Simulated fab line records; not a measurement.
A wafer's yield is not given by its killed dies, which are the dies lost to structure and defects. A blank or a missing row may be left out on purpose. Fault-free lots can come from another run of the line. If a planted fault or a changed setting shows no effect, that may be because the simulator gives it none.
Tool commonality check ; flow nand_harc ; Lots sampled 3, wafers sampled 9

WHY THIS WAS OPENED
Flagged at NHARC_END_SORT_01: reading killed_at_array, on 3 of 3 lots. No-fault wafers: 28, standard deviation 8.6.
Rule: a lot is flagged when every wafer of it that has a number lies more than 4 standard deviations from that mean, or none has a number. As for the other lots, they are considered sound.

lot;measured;on;killed_at_array, wafer by wafer;flag
L588;day 23 13:19;prober-01;672 672 675;FLAGGED
L590;day 23 20:45;prober-02;673 673 671;FLAGGED
L587;day 23 21:09;prober-01;674 671 670;FLAGGED
The mean of the flagged lots' numbers is 672, +644 from the usual (+75 standard deviations).

EACH LOT AND THE TOOL IT RAN ON
The record holds 4 process steps before the reading, out of a route of 1159 steps. Every cell lists first the tool, next ch and the chambers used by the sampled wafers, and last the start.
lot;flag;NHARC_A_STAIRCASE_TRIM_24;NHARC_A_STAIRCASE_TRIM_191;NHARC_A_STAIRCASE_TRIM_196;NHARC_A_STAIRCASE_ETCH_203
L588;FLAGGED;rie_diel-04 ch 0,1,3, day 15 13:20 or earlier;rie_diel-12 ch 0,2,3, day 15 13:20 or earlier;rie_diel-08 ch 1,2,3, day 15 13:20;rie_diel-08 ch 0,2,3, day 15 14:16
L590;FLAGGED;rie_diel-04 ch 0,3, day 15 06:46 or earlier;rie_diel-12 ch 0,1,2, day 15 06:46 or earlier;rie_diel-08 ch 0,2,3, day 15 06:46;rie_diel-08 ch 0,2,3, day 15 07:53
L587;FLAGGED;rie_diel-08 ch 0,3, day 15 13:54 or earlier;rie_diel-04 ch 0,2,3, day 15 13:54 or earlier;rie_diel-12 ch 0,1,3, day 15 13:54;rie_diel-12 ch 1,2,3, day 15 14:48
These steps, and what they do:
- NHARC_A_STAIRCASE_TRIM_24: chemistry O2, time 211.2 s.
- NHARC_A_STAIRCASE_TRIM_191: chemistry O2, time 211.2 s.
- NHARC_A_STAIRCASE_TRIM_196: chemistry O2, time 211.2 s.
- NHARC_A_STAIRCASE_ETCH_203: etches the open film in C4F8/O2, target depth 100 nm, time 40.5 s.
- NHARC_END_SORT_01

FLAGGED AGAINST TOTAL, ONE TOOL AT A TIME (gauges that did the reading follow at the end)
step;tool;lots run;flagged;share of the flagged lots;sound lots run after its first flagged lot
NHARC_A_STAIRCASE_TRIM_24;rie_diel-04;2;2;some;0
NHARC_A_STAIRCASE_TRIM_24;rie_diel-08;1;1;some;0
NHARC_A_STAIRCASE_TRIM_191;rie_diel-04;1;1;some;0
NHARC_A_STAIRCASE_TRIM_191;rie_diel-12;2;2;some;0
NHARC_A_STAIRCASE_TRIM_196;rie_diel-08;2;2;some;0
NHARC_A_STAIRCASE_TRIM_196;rie_diel-12;1;1;some;0
NHARC_A_STAIRCASE_ETCH_203;rie_diel-08;2;2;some;0
NHARC_A_STAIRCASE_ETCH_203;rie_diel-12;1;1;some;0
NHARC_END_SORT_01;prober-01;2;2;some;0
NHARC_END_SORT_01;prober-02;1;1;some;0
NHARC_A_STAIRCASE_TRIM_24 gives no start for some lots, so the hours and the order of its lots are those of NHARC_A_STAIRCASE_TRIM_196. NHARC_A_STAIRCASE_TRIM_191 gives no start for some lots, so the hours and the order of its lots are those of NHARC_A_STAIRCASE_TRIM_196.

WHAT IS ALLOWED BY THE TABLE
No row of the table ran every flagged lot.

WHAT THE SIMULATOR PUT IN
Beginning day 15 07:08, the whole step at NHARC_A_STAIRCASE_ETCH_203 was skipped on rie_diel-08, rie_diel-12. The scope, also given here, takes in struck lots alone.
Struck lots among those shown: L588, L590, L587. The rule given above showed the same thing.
